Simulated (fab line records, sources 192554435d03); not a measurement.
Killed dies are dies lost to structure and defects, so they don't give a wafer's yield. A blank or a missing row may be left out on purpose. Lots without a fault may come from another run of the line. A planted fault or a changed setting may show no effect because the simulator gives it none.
fab line records | flow n5_finfet
record lots=5 wafers=15 last_day=16
route steps=1938 shown BEOL_M5@1187 BEOL_M6@1194
lots that met no fault: from a run of the same line without faults
start_h: hours from the record's first day to the start of the lot's first wafer shown | wait_h: hours since the lot's step before | " the same as in the row above | L1.1+2: a row that stands for several wafers | - no value, or no start given | * or withheld: withheld | < > ~ a bound
route shown NAME@n: a module of which the file shows steps, and the number in the route of the first | usual: mean/standard deviation of fault-free wafers | same: alike in all rows | chamber/n: place in a boat | sites: the reading at each site | _std_site: their standard deviation | _edge_site: outer sites' mean less inner sites' | radius_mm: how far each site lies from the wafer's centre | mask NAME#n: copy n | behind: the tool/chamber that last shaped the wafer | hold: why the lot was held/for how many hours/how that ended | device: the transistor (n, p or np) that didn't switch | end of line: the same wafers' tests at the end of the route | a step without rows: its recipe alone | killed: dies lost to structure and defects at the first sort, not the wafer's yield | map: a wafer's dies, x killed, . not, _ none there
set.NAME: the setting as run; set.NAME@STEP: as run at that earlier step | model.NAME: the simulator's own value behind a step, which no gauge read
lots at some steps of the route; a table a step, a row a wafer
services: from which hour (start_h, from the record's first day; less than 0 if before it) a tool's chamber was out of use, for how many hours, and why
## steps
# step N5_BEOL_M5_THK_MEAS_53
# recipe thk_meas_gauge=xrf reads=Cu_of_BEOL_M5_ECD_50
# usual M5_THK=61.8/1.5
# columns lot.wafer tool chamber start_h wait_h M5_THK[nm]
L082.2 film_metro-01 - 224.48 - 63.8
L082.3 " - " " 61.1
L082.5 " - " " 64.4
L084.4 film_metro-02 - 227.58 - 60.7
L084.5 " - " " 60.2
L084.6 " - " " 62.7
L086.1 film_metro-02 - 253.06 - 60.6
L086.2 " - " " 60.8
L086.5 " - " " 62.5
L090.1 film_metro-01 - 274.34 - 62.6
L090.3 " - " " 62.3
L090.4 " - " " 61.2
L095.4 film_metro-02 - 302.02 - 62.3
L095.5 " - " " 63.1
L095.6 " - " " 59.4
# step N5_BEOL_M5_PRE_CLEAN_77
# recipe gas=NH3/H2 time_s=15 temp_c=* rf_power_w=300
# usual heater_power_w=75/14 susceptor_temp_C=*
# columns lot.wafer tool chamber start_h wait_h heater_power_w susceptor_temp_C
L082.2 cvd_co-02 1 224.52 0.0 81 *
L082.3 " 0 " " 49 *
L082.5 " 1 " " 82 *
L084.4 cvd_co-01 1 227.63 0.1 68 *
L084.5 " 0 " " 83 *
L084.6 " 2 " " 89 *
L086.1 cvd_co-01 1 253.10 0.0 69 *
L086.2 " 2 " " 89 *
L086.5 " 0 " " 84 *
L090.1 cvd_co-01 0 274.38 0.0 81 *
L090.3 " 1 " " 67 *
L090.4 " 2 " " 88 *
L095.4 cvd_co-02 2 302.07 0.1 88 *
L095.5 " 1 " " 82 *
L095.6 " 0 " " 48 *
# step N5_BEOL_M5_CO_CAP_78
# recipe material=Co target_thk_a=20 temp_c=200 precursor=CCTBA/H2 pressure_torr=30 time_s=102.1
# usual heater_power_w=224/18 susceptor_temp_C=200.01/0.16
# columns lot.wafer tool chamber start_h wait_h heater_power_w susceptor_temp_C
L082.2 cvd_co-02 1 224.56 0.0 233 200.16
L082.3 " 0 " " 188 199.70
L082.5 " 1 " " 233 200.10
L084.4 cvd_co-01 1 227.69 0.0 213 199.80
L084.5 " 0 " " 234 200.03
L084.6 " 2 " " 238 200.04
L086.1 cvd_co-01 1 253.14 0.0 215 199.83
L086.2 " 2 " " 238 200.18
L086.5 " 0 " " 233 200.05
L090.1 cvd_co-01 0 274.42 0.0 233 199.95
L090.3 " 1 " " 221 200.27
L090.4 " 2 " " 245 200.27
L095.4 cvd_co-02 2 302.13 0.0 237 200.02
L095.5 " 1 " " 232 200.08
L095.6 " 0 " " 188 199.98
# step N5_BEOL_M5_PRE_CLEAN_55
# recipe gas=NH3 time_s=15 temp_c=withheld rf_power_w=300
# columns lot.wafer tool chamber start_h wait_h
L082.2+3+5 pecvd-01 0,2,2 224.65 0.1
L084.4+5+6 pecvd-01 1,1,0 227.75 0.0
L086.1+2+5 pecvd-04 0,1,0 253.23 0.1
L090.1+3+4 pecvd-04 2,0,2 274.51 0.1
L095.4+5+6 pecvd-04 2,0,1 302.19 0.0
# step N5_BEOL_M5_DEP_56
# recipe material=SiCN target_thk_a=80 temp_c=withheld precursor=3MS/NH3 pressure_torr=3 rf_w=202 time_s=14
# usual showerhead_plenum_p_Torr=3.662/0.0094 throttle_valve_pct=9.3/0.76
# columns lot.wafer tool chamber start_h wait_h showerhead_plenum_p_Torr throttle_valve_pct
L082.2 pecvd-01 0 224.67 0.0 3.659 9.3
L082.3 " 2 " " 3.657 8.2
L082.5 " 2 " " 3.653 8.2
L084.4 pecvd-01 1 227.80 0.0 3.660 9.9
L084.5 " 1 " " 3.662 9.7
L084.6 " 0 " " 3.662 9.0
L086.1 pecvd-04 0 253.27 0.0 3.661 9.4
L086.2 " 1 " " 3.669 10.4
L086.5 " 0 " " 3.653 9.0
L090.1 pecvd-04 2 274.54 0.0 3.672 8.3
L090.3 " 0 " " 3.667 9.0
L090.4 " 2 " " 3.662 8.0
L095.4 pecvd-04 2 302.22 0.0 3.652 8.0
L095.5 " 0 " " 3.659 9.2
L095.6 " 1 " " 3.667 10.5
# step N5_BEOL_M5_RS_MEAS_57
# recipe thk_meas_gauge=four-point-probe reads=Co_of_BEOL_M5_CO_CAP_78+Cu_of_BEOL_M5_ECD_50+Co_of_BEOL_M5_CVD_47+TaN_of_BEOL_M5_ALD_86
# usual M5_RS=0.384/0.011
# columns lot.wafer tool chamber start_h wait_h M5_RS[ohm/sq]
L082.2 film_metro-01 - 224.74 0.1 0.370
L082.3 " - " " 0.387
L082.5 " - " " 0.365
L084.4 film_metro-01 - 227.87 0.1 0.391
L084.5 " - " " 0.397
L084.6 " - " " 0.377
L086.1 film_metro-01 - 253.36 0.1 0.384
L086.2 " - " " 0.381
L086.5 " - " " 0.368
L090.1 film_metro-02 - 274.60 0.0 0.379
L090.3 " - " " 0.385
L090.4 " - " " 0.391
L095.4 film_metro-02 - 302.28 0.0 0.376
L095.5 " - " " 0.374
L095.6 " - " " 0.399
# step N5_BEOL_M5_INSPECT_58
# recipe inspect_instrument=darkfield mode=post_dep
# usual raw_defect_count=68/23
# columns lot.wafer tool chamber start_h wait_h raw_defect_count
L082.2 defect_inspect-02 - 224.77 0.0 84
L082.3 " - " " 66
L082.5 " - " " 110
L084.4 defect_inspect-01 - 227.89 0.0 76
L084.5 " - " " 90
L084.6 " - " " 100
L086.1 defect_inspect-01 - 253.38 0.0 77
L086.2 " - " " 78
L086.5 " - " " 56
L090.1 defect_inspect-02 - 274.63 0.0 69
L090.3 " - " " 64
L090.4 " - " " 34
L095.4 defect_inspect-01 - 302.31 0.0 63
L095.5 " - " " 30
L095.6 " - " " 49
# step N5_BEOL_M6_ILD_DEP_00
# recipe material=SiCOH_lowk target_thk_a=1797.5 temp_c=300 precursor=DEMS/porogen pressure_torr=5 rf_w=500 time_s=33.4
# usual heater_power_w=321/42 showerhead_plenum_p_Torr=5.742/0.013 susceptor_temp_C=300.02/0.17 throttle_valve_pct=14.2/0.8
# columns lot.wafer tool chamber start_h wait_h heater_power_w showerhead_plenum_p_Torr susceptor_temp_C throttle_valve_pct
L082.2 pecvd-02 2 224.80 0.0 254 5.730 300.03 13.3
L082.3 " 0 " " 366 5.733 300.13 14.4
L082.5 " 2 " " 261 5.732 300.09 13.6
L084.4 pecvd-03 2 227.95 0.1 319 5.734 300.17 13.4
L084.5 " 1 " " 345 5.759 299.88 15.0
L084.6 " 0 " " 340 5.773 299.98 14.8
L086.1 pecvd-02 1 253.42 0.0 383 5.744 300.44 14.5
L086.2 " 2 " " 271 5.739 299.79 13.4
L086.5 " 1 " " 394 5.745 299.83 14.2
L090.1 pecvd-04 1 274.67 0.0 353 5.751 299.85 16.3
L090.3 " 0 " " 248 5.735 300.02 13.9
L090.4 " 1 " " 360 5.732 300.35 16.2
L095.4 pecvd-02 2 302.37 0.1 287 5.720 300.18 13.8
L095.5 " 0 " " 293 5.739 300.08 14.5
L095.6 " 1 " " 358 5.754 299.62 14.5
# step N5_BEOL_M6_CURE_74
# recipe temp_c=385 time_s=240 ambient=He/Ar material=SiCOH_lowk
# usual lamp_power_pct=52.31/0.05 wafer_temp_C_max=386.8/0.58
# columns lot.wafer tool chamber start_h wait_h lamp_power_pct wafer_temp_C_max
L082.2 uv_cure-01 2 224.95 0.1 52.42 386.3
L082.3 " 2 " " 52.38 387.0
L082.5 " 2 " " 52.27 386.5
L084.4 uv_cure-01 1 228.24 0.3 52.42 387.3
L084.5 " 1 " " 52.34 388.1
L084.6 " 1 " " 52.35 387.5
L086.1 uv_cure-01 1 253.50 0.1 52.35 387.0
L086.2 " 1 " " 52.24 387.8
L086.5 " 1 " " 52.39 387.3
L090.1 uv_cure-02 1 274.73 0.0 52.28 386.7
L090.3 " 1 " " 52.29 386.7
L090.4 " 1 " " 52.28 386.8
L095.4 uv_cure-03 2 302.89 0.5 52.35 386.5
L095.5 " 2 " " 52.38 386.0
L095.6 " 2 " " 52.28 385.9
# step N5_BEOL_M6_THK_MEAS_01
# recipe reads=SiCOH_lowk_of_BEOL_M6_ILD_DEP_00
# usual M6_ILD_THK=154.9/2
# columns lot.wafer tool chamber start_h wait_h M6_ILD_THK[nm]
L082.2 film_metro-01 - 225.38 0.4 155.0
L082.3 " - " " 153.7
L082.5 " - " " 156.4
L084.4 film_metro-02 - 228.52 0.2 155.6
L084.5 " - " " 155.2
L084.6 " - " " 153.6
L086.1 film_metro-02 - 254.02 0.4 151.0
L086.2 " - " " 151.8
L086.5 " - " " 154.1
L090.1 film_metro-01 - 275.24 0.4 153.2
L090.3 " - " " 155.6
L090.4 " - " " 156.8
L095.4 film_metro-01 - 303.40 0.4 155.3
L095.5 " - " " 155.7
L095.6 " - " " 154.0
# step N5_BEOL_M6_PECVD_70
# recipe material=SiO2 target_thk_a=200 temp_c=400 precursor=TEOS/O2 pressure_torr=5.5 rf_w=450 teos_flow_sccm=53.8 gas=O2 flow_sccm=3000 time_s=22.7
# usual heater_power_w=722/65 showerhead_plenum_p_Torr=8.80/0.05 susceptor_temp_C=400.01/0.23 throttle_valve_pct=23.2/1.4
# columns lot.wafer tool chamber start_h wait_h heater_power_w showerhead_plenum_p_Torr susceptor_temp_C throttle_valve_pct
L082.2 pecvd-03 0 225.42 0.0 753 8.92 399.88 24.0
L082.3 " 2 " " 708 8.79 399.80 21.8
L082.5 " 1 " " 788 8.81 400.46 23.9
L084.4 pecvd-02 0 228.57 0.1 755 8.76 400.39 23.3
L084.5 " 1 " " 882 8.81 400.15 23.3
L084.6 " 2 " " 629 8.75 399.98 21.6
L086.1 pecvd-03 1 254.05 0.0 733 8.81 400.20 23.7
L086.2 " 0 " " 820 8.90 400.17 24.0
L086.5 " 0 " " 832 8.91 400.08 23.8
L090.1 pecvd-02 2 275.28 0.0 569 8.72 399.98 22.0
L090.3 " 0 " " 811 8.76 400.36 23.3
L090.4 " 1 " " 849 8.80 400.04 23.5
L095.4 pecvd-03 1 303.46 0.1 706 8.80 399.88 23.6
L095.5 " 0 " " 790 8.90 399.98 24.0
L095.6 " 2 " " 739 8.80 399.94 22.0
# step N5_BEOL_M6_HM_DEP_02
# recipe material=TiN target_thk_a=200 temp_c=25 chamber_pressure_pa=0.49996
# usual susceptor_temp_C=25.00/0.11 throttle_valve_pct=30.0/0.65
# columns lot.wafer tool chamber start_h wait_h susceptor_temp_C throttle_valve_pct
L082.2 pvd_sputter-02 - 226.85 1.4 24.88 29.4
L082.3 " - " " 24.77 29.3
L082.5 " - " " 24.89 29.2
L084.4 pvd_sputter-01 - 228.63 0.0 25.03 29.9
L084.5 " - " " 25.13 29.6
L084.6 " - " " 25.02 30.2
L086.1 pvd_sputter-03 - 255.89 1.8 25.03 30.6
L086.2 " - " " 24.81 29.5
L086.5 " - " " 24.92 29.6
L090.1 pvd_sputter-03 - 275.80 0.5 24.85 30.5
L090.3 " - " " 24.96 29.5
L090.4 " - " " 24.93 29.2
L095.4 pvd_sputter-03 - 303.50 0.0 24.97 29.6
L095.5 " - " " 25.08 29.7
L095.6 " - " " 24.96 29.1
# step N5_BEOL_M6_COAT_59
# recipe resist=SOC temp_c=250 time_s=60 spin_rpm=1500 resist_thk_nm=100
# usual exhaust_pa=44.8/0.87 heater_power_total_W=500.6/1.8
# columns lot.wafer tool chamber start_h wait_h exhaust_pa heater_power_total_W
L082.2 litho_track-02 0 226.97 0.1 46.9 502.2
L082.3 " 0 " " 46.2 500.1
L082.5 " 0 " " 46.2 500.5
L084.4 litho_track-01 0 228.76 0.1 45.2 501.3
L084.5 " 0 " " 45.2 500.6
L084.6 " 0 " " 44.4 499.3
L086.1 litho_track-02 0 256.01 0.1 44.8 502.3
L086.2 " 0 " " 45.0 501.0
L086.5 " 0 " " 44.5 499.0
L090.1 litho_track-02 0 275.93 0.1 45.8 498.6
L090.3 " 0 " " 46.1 497.4
L090.4 " 0 " " 45.3 503.3
L095.4 litho_track-01 0 303.62 0.1 44.1 503.3
L095.5 " 0 " " 44.3 500.3
L095.6 " 0 " " 43.8 498.3
# step N5_BEOL_M6_COAT_60
# recipe resist=SiARC temp_c=220 time_s=60 spin_rpm=1500 resist_thk_nm=35
# usual exhaust_pa=45.3/0.85 heater_power_total_W=427.4/2.2
# columns lot.wafer tool chamber start_h wait_h exhaust_pa heater_power_total_W
L082.2 litho_track-02 0 - - 45.1 424.4
L082.3 " 0 " " 44.6 424.9
L082.5 " 0 " " 45.1 429.6
L084.4 litho_track-01 0 - - 46.8 429.5
L084.5 " 0 " " 47.3 424.6
L084.6 " 0 " " 45.5 428.9
L086.1 litho_track-02 0 - - 43.6 427.6
L086.2 " 0 " " 44.7 428.2
L086.5 " 0 " " 44.6 425.5
L090.1 litho_track-02 0 - - 44.8 429.0
L090.3 " 0 " " 44.1 426.9
L090.4 " 0 " " 45.3 430.9
L095.4 litho_track-01 0 - - 44.7 427.7
L095.5 " 0 " " 45.1 429.9
L095.6 " 0 " " 43.4 430.4
# step N5_BEOL_M6_COAT_05
# recipe resist=CAR-ArF spin_rpm=1500 resist_thk_nm=90
# usual exhaust_pa=44.8/0.91
# columns lot.wafer tool chamber start_h wait_h exhaust_pa
L082.2 litho_track-02 0 - - 44.3
L082.3 " 0 " " 45.0
L082.5 " 0 " " 44.7
L084.4 litho_track-01 0 - - 45.4
L084.5 " 0 " " 44.5
L084.6 " 0 " " 45.1
L086.1 litho_track-02 0 - - 45.4
L086.2 " 0 " " 45.0
L086.5 " 0 " " 44.2
L090.1 litho_track-02 0 - - 44.7
L090.3 " 0 " " 45.1
L090.4 " 0 " " 43.4
L095.4 litho_track-01 0 - - 45.3
L095.5 " 0 " " 46.1
L095.6 " 0 " " 46.4
# step N5_BEOL_M6_EBR_07
# recipe solvent=PGMEA ebr_width_mm=1.5
# usual exhaust_pa=44.9/0.72
# columns lot.wafer tool chamber start_h wait_h exhaust_pa
L082.2 litho_track-02 0 - - 45.3
L082.3 " 0 " " 45.1
L082.5 " 0 " " 44.6
L084.4 litho_track-01 0 - - 44.6
L084.5 " 0 " " 46.2
L084.6 " 0 " " 45.5
L086.1 litho_track-02 0 - - 44.6
L086.2 " 0 " " 44.1
L086.5 " 0 " " 45.3
L090.1 litho_track-02 0 - - 43.1
L090.3 " 0 " " 44.2
L090.4 " 0 " " 43.7
L095.4 litho_track-01 0 - - 44.7
L095.5 " 0 " " 44.2
L095.6 " 0 " " 44.9
# step N5_BEOL_M6_SOFTBAKE_06
# recipe temp_c=110 time_s=60 resist=CAR-ArF
# usual exhaust_pa=45.2/0.98 heater_power_total_W=175.3/1.7
# columns lot.wafer tool chamber start_h wait_h exhaust_pa heater_power_total_W
L082.2 litho_track-02 0 - - 44.3 174.8
L082.3 " 0 " " 45.9 176.6
L082.5 " 0 " " 44.0 176.3
L084.4 litho_track-01 0 - - 46.9 175.4
L084.5 " 0 " " 46.2 173.6
L084.6 " 0 " " 44.8 177.4
L086.1 litho_track-02 0 - - 46.2 176.7
L086.2 " 0 " " 45.5 173.8
L086.5 " 0 " " 45.8 176.3
L090.1 litho_track-02 0 - - 45.9 173.9
L090.3 " 0 " " 45.1 173.5
L090.4 " 0 " " 46.2 176.7
L095.4 litho_track-01 0 - - 43.5 174.7
L095.5 " 0 " " 44.8 173.0
L095.6 " 0 " " 43.3 177.5
# step N5_BEOL_M6_EXPOSE_08
# recipe mask_id=M6 na=1.35 source_shape=dipole sigma_inner=0.817 sigma_outer=0.97 polarization=te dose_mj=68.25
# same sigma_inner=0.817
# columns lot.wafer tool chamber start_h wait_h mask
L082.2+3+5 arfi_scanner-02 0 227.22 - M6#0
L084.4+5+6 arfi_scanner-03 0 229.02 - M6#0
L086.1+2+5 arfi_scanner-03 0 256.26 - M6#0
L090.1+3+4 arfi_scanner-03 0 276.05 - M6#0
L095.4+5+6 arfi_scanner-03 0 303.89 - M6#0
# step N5_BEOL_M6_PEB_09
# recipe peb_temp_c=withheld peb_time_s=60 resist=CAR-ArF
# usual exhaust_pa=45.0/0.78
# columns lot.wafer tool chamber start_h wait_h exhaust_pa
L082.2 litho_track-01 0 227.28 0.0 45.1
L082.3 " 0 " " 44.7
L082.5 " 0 " " 45.7
L084.4 litho_track-05 0 229.07 0.0 47.0
L084.5 " 0 " " 45.8
L084.6 " 0 " " 44.9
L086.1 litho_track-02 0 256.32 0.1 46.2
L086.2 " 0 " " 44.7
L086.5 " 0 " " 44.9
L090.1 litho_track-05 0 276.11 0.1 44.8
L090.3 " 0 " " 46.1
L090.4 " 0 " " 44.6
L095.4 litho_track-02 0 303.93 0.0 44.2
L095.5 " 0 " " 45.2
L095.6 " 0 " " 46.4
# step N5_BEOL_M6_DEVELOP_10
# recipe develop_time_s=30 developer=TMAH resist=CAR-ArF rinse_liquid=diw dry=air_spin dev_temp_c=23
# usual exhaust_pa=45.1/0.95
# columns lot.wafer tool chamber start_h wait_h exhaust_pa
L082.2 litho_track-01 0 - - 45.0
L082.3 " 0 " " 45.0
L082.5 " 0 " " 43.8
L084.4 litho_track-05 0 - - 47.0
L084.5 " 0 " " 45.3
L084.6 " 0 " " 45.5
L086.1 litho_track-02 0 - - 45.7
L086.2 " 0 " " 43.9
L086.5 " 0 " " 44.9
L090.1 litho_track-05 0 - - 45.3
L090.3 " 0 " " 45.0
L090.4 " 0 " " 44.4
L095.4 litho_track-02 0 - - 44.9
L095.5 " 0 " " 45.7
L095.6 " 0 " " 44.8
# step N5_BEOL_M6_CD_MEAS_11
# recipe target_cd_nm=38.5 landing_energy_ev=500 detector=se_inlens polarity=opening
# usual cd_nm=38.7/0.58
# columns lot.wafer tool chamber start_h wait_h cd_nm
L082.2 cd_sem-01 0 227.35 - 38.7
L082.3 " 0 " " 39.7
L082.5 " 0 " " 39.4
L084.4 cd_sem-02 0 229.13 - 38.5
L084.5 " 0 " " 38.4
L084.6 " 0 " " 38.2
L086.1 cd_sem-01 0 256.39 - 39.8
L086.2 " 0 " " 39.8
L086.5 " 0 " " 40.0
L090.1 cd_sem-01 0 276.18 - 37.3
L090.3 " 0 " " 38.2
L090.4 " 0 " " 38.8
L095.4 cd_sem-01 0 304.00 - 39.5
L095.5 " 0 " " 39.1
L095.6 " 0 " " 38.5
# step N5_BEOL_M6_OVL_MEAS_12
# recipe points_per_wafer=44
# usual M6_OVL=-0.3/0.71
# columns lot.wafer tool chamber start_h wait_h M6_OVL[nm]
L082.2 overlay-02 0 227.38 0.0 0.0
L082.3 " 0 " " -1.0
L082.5 " 0 " " -1.3
L084.4 overlay-01 0 229.16 0.0 -0.2
L084.5 " 0 " " -0.5
L084.6 " 0 " " -1.0
L086.1 overlay-01 0 256.42 0.0 -1.2
L086.2 " 0 " " -0.7
L086.5 " 0 " " -0.9
L090.1 overlay-01 0 276.21 0.0 -0.9
L090.3 " 0 " " -0.9
L090.4 " 0 " " -1.2
L095.4 overlay-02 0 304.03 0.0 -0.8
L095.5 " 0 " " -0.5
L095.6 " 0 " " 0.5
# step N5_BEOL_M6_INSPECT_13
# recipe mode=adi inspect_instrument=brightfield
# usual raw_defect_count=405/110
# columns lot.wafer tool chamber start_h wait_h raw_defect_count
L082.2 defect_inspect-02 - 227.40 0.0 479
L082.3 " - " " 502
L082.5 " - " " 498
L084.4 defect_inspect-01 - 229.19 0.0 465
L084.5 " - " " 462
L084.6 " - " " 437
L086.1 defect_inspect-02 - 256.44 0.0 591
L086.2 " - " " 489
L086.5 " - " " 530
L090.1 defect_inspect-02 - 276.23 0.0 397
L090.3 " - " " 332
L090.4 " - " " 310
L095.4 defect_inspect-01 - 304.05 0.0 297
L095.5 " - " " 230
L095.6 " - " " 243
# step N5_BEOL_M6_DESCUM_16
# recipe chemistry=O2 time_s=7.9 source_power_w=50 bias_power_w=20 pressure_mtorr=20 rf_frequency_hz=2.712e+07 temp_c=40 resist=CAR-ArF o2_flow_sccm=225
# usual chamber_pressure_mTorr=19.998/0.018 drypump_motor_current_A=5.7/0.47 oes_product_au=0.82/0.077 rf_vpp_V=243.1/1.4 showerhead_plenum_p_Torr=2.08/0.076 throttle_valve_pct=20.41/0.26
# columns lot.wafer tool chamber start_h wait_h chamber_pressure_mTorr drypump_motor_current_A oes_product_au rf_hours_counter_h rf_vpp_V showerhead_plenum_p_Torr throttle_valve_pct
L082.2 rie_diel-02 3 228.85 1.4 20.010 6.1 0.94 23 242.1 2.04 20.34
L082.3 " 1 " " 19.980 6.3 0.75 167 242.1 2.02 20.32
L082.5 " 0 " " 19.974 5.5 0.86 - 244.1 2.23 20.42
L084.4 rie_diel-01 3 231.23 2.0 19.988 5.4 0.86 52 243.1 2.02 20.21
L084.5 " 2 " " 20.014 6.2 0.91 - 243.3 2.13 20.25
L084.6 " 3 " " 19.972 5.4 0.86 - 243.0 2.02 20.21
L086.1 rie_diel-02 1 256.47 0.0 20.058 6.3 0.75 179 242.6 2.02 20.34
L086.2 " 2 " " 20.022 5.8 0.85 51 242.3 2.13 20.34
L086.5 " 2 " " 19.999 5.8 0.84 - 242.1 2.13 20.33
L090.1 rie_diel-02 3 276.36 0.1 20.005 6.1 0.88 42 242.1 2.03 20.34
L090.3 " 1 " " 20.024 6.3 0.75 187 241.3 2.01 20.36
L090.4 " 0 " " 20.003 5.5 0.84 77 245.7 2.22 20.46
L095.4 rie_diel-01 0 304.10 0.0 20.011 4.7 0.69 - 243.6 2.04 20.26
L095.5 " 1 " " 19.973 5.0 0.69 - 240.9 2.01 21.15
L095.6 " 3 " " 20.008 5.4 0.84 - 242.6 2.02 20.24
# step N5_BEOL_M6_ETCH_61
# recipe chemistry=CF4 target=SiARC target_depth_a=455 mask_material=CAR-ArF time_s=75.8 ion_energy_ev=80 pressure_mtorr=40 source_w=545 bias_w=36 Ar_flow_sccm=100 cf4_flow_sccm=100 ends=cleared
# usual chamber_pressure_mTorr=40.00/0.037 drypump_motor_current_A=5.7/0.48 etch_rf_on_time_s=74.8/1.7 oes_product_au=0.70/0.067 rf_vpp_V=184.0/1.3 showerhead_plenum_p_Torr=2.14/0.074 throttle_valve_pct=15.59/0.19
# columns lot.wafer tool chamber start_h wait_h chamber_pressure_mTorr drypump_motor_current_A etch_rf_on_time_s oes_product_au rf_hours_counter_h rf_vpp_V showerhead_plenum_p_Torr throttle_valve_pct
L082.2 rie_diel-02 3 228.88 0.0 40.02 6.1 74.2 0.79 23 183.9 2.10 15.54
L082.3 " 1 " " 39.98 6.4 76.0 0.65 167 183.6 2.07 15.53
L082.5 " 0 " " 40.04 5.5 73.1 0.74 - 186.2 2.27 15.51
L084.4 rie_diel-01 3 231.26 0.0 40.00 5.4 75.9 0.74 52 185.1 2.09 15.43
L084.5 " 2 " " 40.02 6.2 75.5 0.78 - 185.0 2.19 15.46
L084.6 " 3 " " 40.01 5.4 77.1 0.74 - 182.6 2.09 15.42
L086.1 rie_diel-02 1 256.51 0.0 39.97 6.4 76.1 0.64 179 183.0 2.06 15.56
L086.2 " 2 " " 40.01 5.8 74.3 0.73 51 184.5 2.19 15.52
L086.5 " 2 " " 40.00 5.8 74.2 0.73 - 183.0 2.19 15.52
L090.1 rie_diel-02 3 276.40 0.0 39.95 6.1 74.0 0.76 42 184.4 2.10 15.58
L090.3 " 1 " " 40.03 6.3 75.1 0.64 187 183.3 2.06 15.58
L090.4 " 0 " " 39.98 5.5 72.8 0.72 77 184.9 2.26 15.55
L095.4 rie_diel-01 0 304.15 0.0 40.00 4.7 77.8 0.59 - 184.6 2.10 15.65
L095.5 " 1 " " 39.99 5.0 75.7 0.60 - 181.9 2.03 16.10
L095.6 " 3 " " 39.94 5.4 76.0 0.72 - 183.6 2.09 15.45
# step N5_BEOL_M6_ETCH_62
# recipe chemistry=N2/H2 target=SOC target_depth_a=1100 overetch_a=220 mask_material=SiARC temp_c=40 time_s=165 ion_energy_ev=200 pressure_mtorr=30 source_w=840 bias_w=150 n2_flow_sccm=200 h2_flow_sccm=200
# usual chamber_pressure_mTorr=29.998/0.025 drypump_motor_current_A=5.7/0.48 oes_product_au=0.69/0.062 rf_vpp_V=523.6/2.7 showerhead_plenum_p_Torr=2.53/0.093 throttle_valve_pct=17.82/0.26
# columns lot.wafer tool chamber start_h wait_h chamber_pressure_mTorr drypump_motor_current_A oes_product_au rf_hours_counter_h rf_vpp_V showerhead_plenum_p_Torr throttle_valve_pct
L082.2 rie_diel-02 3 228.94 0.0 30.028 6.1 0.78 23 523.0 2.47 17.63
L082.3 " 1 " " 30.008 6.3 0.64 167 520.9 2.44 17.65
L082.5 " 0 " " 29.984 5.5 0.72 - 528.1 2.70 17.82
L084.4 rie_diel-01 3 231.32 0.0 30.005 5.4 0.73 52 522.8 2.45 17.64
L084.5 " 2 " " 30.009 6.2 0.76 - 524.9 2.59 17.65
L084.6 " 3 " " 29.965 5.4 0.74 - 521.0 2.45 17.64
L086.1 rie_diel-02 1 256.57 0.0 29.983 6.3 0.63 179 519.9 2.44 17.67
L086.2 " 2 " " 29.991 5.8 0.72 51 525.4 2.60 17.81
L086.5 " 2 " " 29.983 5.8 0.72 - 524.7 2.60 17.81
L090.1 rie_diel-02 3 276.45 0.0 30.040 6.1 0.74 42 523.8 2.46 17.67
L090.3 " 1 " " 29.981 6.3 0.63 187 520.2 2.43 17.71
L090.4 " 0 " " 30.002 5.6 0.71 77 529.9 2.69 17.86
L095.4 rie_diel-01 0 304.24 0.1 30.012 4.7 0.59 - 522.1 2.51 17.86
L095.5 " 1 " " 30.004 5.0 0.59 - 520.9 2.43 18.48
L095.6 " 3 " " 30.006 5.4 0.72 - 524.2 2.45 17.65
# step N5_BEOL_M6_STRIP_68
# recipe chemistry=N2/H2 temp_c=40 n2_flow_sccm=200 h2_flow_sccm=200 rf_frequency_hz=6e+07
# columns lot.wafer tool chamber start_h wait_h
L082.2+3+5 rie_diel-02 3,1,0 229.07 0.1
L084.4+5+6 rie_diel-01 3,2,3 231.45 0.1
L086.1+2+5 rie_diel-02 1,2,2 256.70 0.1
L090.1+3+4 rie_diel-02 3,1,0 276.59 0.1
L095.4+5+6 rie_diel-01 0,1,3 304.31 0.0
# step N5_BEOL_M6_STRIP_67
# recipe chemistry=CF4 resist=SiARC power_w=300 bias_power_w=75 pressure_mtorr=50 cf4_flow_sccm=150 rf_frequency_hz=6e+07
# usual chamber_pressure_mTorr=50.00/0.046 drypump_motor_current_A=5.7/0.48 oes_product_au=0.81/0.074 rf_vpp_V=271.0/1.6 showerhead_plenum_p_Torr=1.79/0.059 throttle_valve_pct=13.54/0.2
# columns lot.wafer tool chamber start_h wait_h chamber_pressure_mTorr drypump_motor_current_A oes_product_au rf_hours_counter_h rf_vpp_V showerhead_plenum_p_Torr throttle_valve_pct
L082.2 rie_diel-02 3 229.08 0.0 50.03 6.1 0.92 23 270.6 1.76 13.48
L082.3 " 1 " " 49.95 6.4 0.76 167 269.8 1.73 13.50
L082.5 " 0 " " 50.09 5.5 0.86 - 273.6 1.89 13.42
L084.4 rie_diel-01 3 231.46 0.0 50.01 5.4 0.87 52 271.3 1.76 13.35
L084.5 " 2 " " 50.03 6.2 0.90 - 270.8 1.83 13.39
L084.6 " 3 " " 50.08 5.3 0.87 - 269.2 1.76 13.38
L086.1 rie_diel-02 1 256.71 0.0 50.06 6.3 0.74 179 269.7 1.73 13.53
L086.2 " 2 " " 49.99 5.8 0.84 51 270.7 1.83 13.44
L086.5 " 2 " " 50.02 5.8 0.84 - 270.8 1.83 13.46
L090.1 rie_diel-02 3 276.60 0.0 50.05 6.1 0.88 42 272.8 1.76 13.52
L090.3 " 1 " " 49.92 6.3 0.74 187 269.2 1.72 13.54
L090.4 " 0 " " 50.05 5.5 0.83 77 273.8 1.88 13.47
L095.4 rie_diel-01 0 304.33 0.0 50.02 4.7 0.70 - 269.7 1.77 13.70
L095.5 " 1 " " 49.97 5.0 0.69 - 268.9 1.70 14.04
L095.6 " 3 " " 50.06 5.4 0.83 - 269.2 1.75 13.42
## services
# columns tool chamber start_h hours kind
pecvd-04 2 202.38 - clean
pecvd-04 2 202.38 - consumable_replace:showerhead
pecvd-04 2 202.38 29.0 scheduled_down
pecvd-04 2 202.38 29.0 vent_cycle
arfi_scanner-03 - 216.55 1.0 pm
arfi_scanner-03 - 218.27 1.3 pm
arfi_scanner-02 - 221.81 4.8 pm
pecvd-04 2 233.64 5.5 scheduled_down
rie_diel-02 2 235.45 2.4 repair
uv_cure-01 - 237.49 3.4 pm
rie_diel-01 3 246.14 18.9 repair
pecvd-02 0 253.03 5.5 scheduled_down
arfi_scanner-03 - 254.55 0.5 repair
arfi_scanner-02 - 255.80 1.0 pm
uv_cure-03 - 258.84 0.5 repair
pecvd-01 0 275.08 15.7 repair
arfi_scanner-02 - 277.70 1.0 pm
arfi_scanner-03 - 288.27 3.1 pm
pvd_sputter-02 - 288.44 40.3 repair
pecvd-01 0 291.87 11.2 repair
arfi_scanner-02 - 292.30 4.9 pm
cvd_co-01 1 294.20 6.8 repair
pecvd-04 - 295.33 1.2 repair
rie_diel-01 2 299.37 5.1 repair
## key
fault none
